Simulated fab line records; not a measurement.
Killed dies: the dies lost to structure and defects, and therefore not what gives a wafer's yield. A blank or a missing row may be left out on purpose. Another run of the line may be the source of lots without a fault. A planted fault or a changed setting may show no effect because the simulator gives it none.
What tool caused it? ; flow nand harc ; Sampling: 13 lots, 39 wafers, 5 of 1159 route steps

WHAT THE GAUGES SHOWED, per wafer
NHARC_P_ZERO_WELL_CD_MEAS_37 targets a cd of 720 nm. Usual: 719.9 nm for cd nm, sd 1.6.
lot;measured;on;cd nm (nm);flag
L461;day 1 22:07;cd sem-03;720.5 723.2 721.8;
L462;day 2 04:05;cd sem-02;721.0 719.7 721.8;
L463;day 2 09:51;cd sem-02;719.4 717.1 718.9;
L464;day 2 16:14;cd sem-03;720.2 717.8 724.3;
L465;day 2 22:41;cd sem-03;720.6 720.7 720.9;
L466;day 3 04:07;cd sem-03;721.4 718.7 717.5;
L474;day 5 04:10;cd sem-03;722.1 717.9 721.1;
L476;day 5 16:07;cd sem-02;719.4 719.2 717.0;
L477;day 5 21:59;cd sem-02;721.6 719.1 721.9;
L478;day 6 04:18;cd sem-03;722.1 720.5 722.3;
L479;day 6 10:01;cd sem-03;717.7 718.7 719.4;
L480;day 6 16:08;cd sem-03;720.7 718.9 719.3;
L481;day 6 22:07;cd sem-02;718.3 721.0 717.8;

NHARC_P_ZERO_WELL_INSPECT_43. Usual: 14 for raw defect count, sd 6.9.
lot;measured;on;raw defect count;flag
L461;day 2 01:38;defect inspect-02;10 10 8;
L462;day 2 07:34;defect inspect-01;7 13 8;
L463;day 2 13:13;defect inspect-02;9 11 11;
L464;day 2 22:37;defect inspect-01;15 21 16;
L465;day 3 02:10;defect inspect-01;22 2 19;
L466;day 3 07:30;defect inspect-01;18 9 11;
L474;day 5 07:36;defect inspect-01;11 10 13;
L476;day 5 19:37;defect inspect-01;10 11 5;
L477;day 6 01:21;defect inspect-01;10 19 11;
L478;day 6 07:49;defect inspect-01;15 5 4;
L479;day 6 13:29;defect inspect-02;10 20 18;
L480;day 6 19:27;defect inspect-02;13 5 16;
L481;day 7 01:36;defect inspect-02;12 21 16;

NHARC_END_SORT_01. Usual: killed at array 26, standard deviation 10; killed at other 0.5, standard deviation 0.87; killed at periphery 3.0, standard deviation 2.5; killed dies 29, standard deviation 11; killed open 3.3, standard deviation 1.9; killed short 1.8, standard deviation 1.5.
lot;measured;on;killed at array;killed at other;killed at periphery;killed dies;killed open;killed short;flag
L464;day 20 08:04;prober-02;28 30 35;1 0 1;648 647 641;677 677 677;4 2 2;0 1 0;OFF
L465;day 20 15:47;prober-02;19 17 19;1 0 0;657 660 658;677 677 677;3 4 4;2 1 1;OFF

WHICH TOOL RAN EACH LOT (tool, then ch and the chambers of the sampled wafers, then the start)
lot;NHARC_P_STI_ETCH_31;NHARC_P_GATE_STRIP_15
L461;rie diel-06 ch 1,2,3, day 4 10:13 or earlier;wet bench-09 ch 4,6,7, day 4 10:13
L462;rie diel-09 ch 0,1,2, day 4 10:22 or earlier;wet bench-06 ch 1,2,3, day 4 10:22
L463;rie diel-13 ch 2,3, day 4 10:32 or earlier;wet bench-09 ch 1,3,6, day 4 10:32
L464;rie diel-13 ch 0,2, day 3 16:13;wet bench-06 ch 4,6,7, day 5 05:51
L465;rie diel-09 ch 1,2,3, day 5 05:56 or earlier;wet bench-02 ch 1,3,5, day 5 05:56
L466;rie diel-13 ch 0,2,3, day 5 10:41 or earlier;wet bench-06 ch 0,1,7, day 5 10:41
L474;rie diel-06 ch 2,3, day 7 19:37 or earlier;wet bench-06 ch 0,1,3, day 7 19:37
L476;rie diel-09 ch 1,2,3, day 8 03:27 or earlier;wet bench-02 ch 1,2,3, day 8 03:27
L477;rie diel-09 ch 1,2,3, day 8 10:23 or earlier;wet bench-02 ch 1,2,5, day 8 10:23
L478;rie diel-06 ch 0,1,2, day 8 15:26 or earlier;wet bench-06 ch 0,6,7, day 8 15:26
L479;rie diel-09 ch 1,2, day 8 15:36 or earlier;wet bench-09 ch 0,2,7, day 8 15:36
L480;rie diel-13 ch 0,2,3, day 9 03:19 or earlier;wet bench-02 ch 1,2,6, day 9 03:19
L481;rie diel-13 ch 0,2,3, day 9 08:35 or earlier;wet bench-09 ch 0,6,7, day 9 08:35
- NHARC_P_STI_ETCH_31: etches the open film in CF4/CHF3, target depth 108.9 nm, time 54.5 s.
- NHARC_P_GATE_STRIP_15: strips in SPM, time 780 s.

AS READ BY THE TOOLS THEMSELVES (means over the sampled wafers that have a number; for cases with no such wafer, the mark the record gives instead)
NHARC_P_STI_ETCH_31. Usual: bias w 199.9 W, standard deviation 0.56; drypump motor current A 5.9 A, standard deviation 0.45; oes product au 0.963 a.u., standard deviation 0.02; rf vpp V 370.2 V, standard deviation 2.5; showerhead plenum p Torr 1.56 Torr, standard deviation 0.07; throttle valve pct 16.802 %, standard deviation 0.0094.
lot;tool;bias w (W);drypump motor current A (A);oes product au (a.u.);rf vpp V (V);showerhead plenum p Torr (Torr);throttle valve pct (%);flag
L461;rie diel-06;199.4;5.9;0.933;369.3;1.52;16.796;
L462;rie diel-09;200.1;5.5;0.983;370.6;1.58;16.800;
L463;rie diel-13;200.1;6.4;0.963;371.4;1.56;16.804;
L464;rie diel-13;200.1;6.0;1.001;368.2;1.51;16.799;
L465;rie diel-09;200.0;5.5;0.971;372.4;1.63;16.799;
L466;rie diel-13;199.9;6.2;0.985;368.4;1.54;16.801;
L474;rie diel-06;199.7;6.3;0.974;368.7;1.54;16.800;
L476;rie diel-09;199.5;5.4;0.975;371.9;1.63;16.800;
L477;rie diel-09;200.2;5.5;0.940;372.0;1.63;16.798;
L478;rie diel-06;199.4;5.5;0.960;369.7;1.56;16.802;
L479;rie diel-09;199.7;5.5;0.974;370.6;1.59;16.799;
L480;rie diel-13;200.2;6.2;0.924;369.5;1.54;16.800;
L481;rie diel-13;199.9;6.3;0.954;369.8;1.54;16.802;

NHARC_P_GATE_STRIP_15. Usual: bath guard temp C 130.0 C, standard deviation 0.47; bath heat duty pct 15.1 %, standard deviation 1.6.
lot;tool;bath guard temp C (C);bath heat duty pct (%);flag
L461;wet bench-09;129.7;17.2;
L462;wet bench-06;130.2;16.0;
L463;wet bench-09;130.2;15.4;
L464;wet bench-06;-;-;OFF
L465;wet bench-02;-;-;OFF
L466;wet bench-06;129.8;14.7;
L474;wet bench-06;129.7;15.4;
L476;wet bench-02;130.2;14.9;
L477;wet bench-02;129.9;13.6;
L478;wet bench-06;130.2;15.8;
L479;wet bench-09;130.1;14.2;
L480;wet bench-02;129.7;15.4;
L481;wet bench-09;129.9;15.9;

THE ANSWER, worked out from the rows above alone
Rule: lot off if the mean of its wafers having a number is beyond 3 standard deviations from the usual mean. Also off: a lot with no number at a reading for which 4 or more lots have one. The other lots that the step has rows for count as sound. First the gauges in route order, then the tools' own readings, where a lot's mean is used as printed above. The first step at which some lot is off is used, and at that step the reading that is off furthest; a lot without a number counts as furthest.
Off, at NHARC_END_SORT_01 on killed at periphery: L464, L465. Neither off nor sound, because the step has no rows for them: L461, L462, L463, L466, L474, L476, L477, L478, L479, L480, L481.
If a tool, at a process step before that reading, ran all the lots that are off and no sound lot after the first of them, it fits. Not tried: the gauges at NHARC_END_SORT_01; whatever is off there is also off at NHARC_P_GATE_STRIP_15, on other tools, and gauge error can't account for it. With no start given for some of its lots, NHARC_P_STI_ETCH_31 uses the hours and lot order of NHARC_P_GATE_STRIP_15. No candidate that was tried fits.

WHAT HAD BEEN PUT IN BY THE SIMULATOR
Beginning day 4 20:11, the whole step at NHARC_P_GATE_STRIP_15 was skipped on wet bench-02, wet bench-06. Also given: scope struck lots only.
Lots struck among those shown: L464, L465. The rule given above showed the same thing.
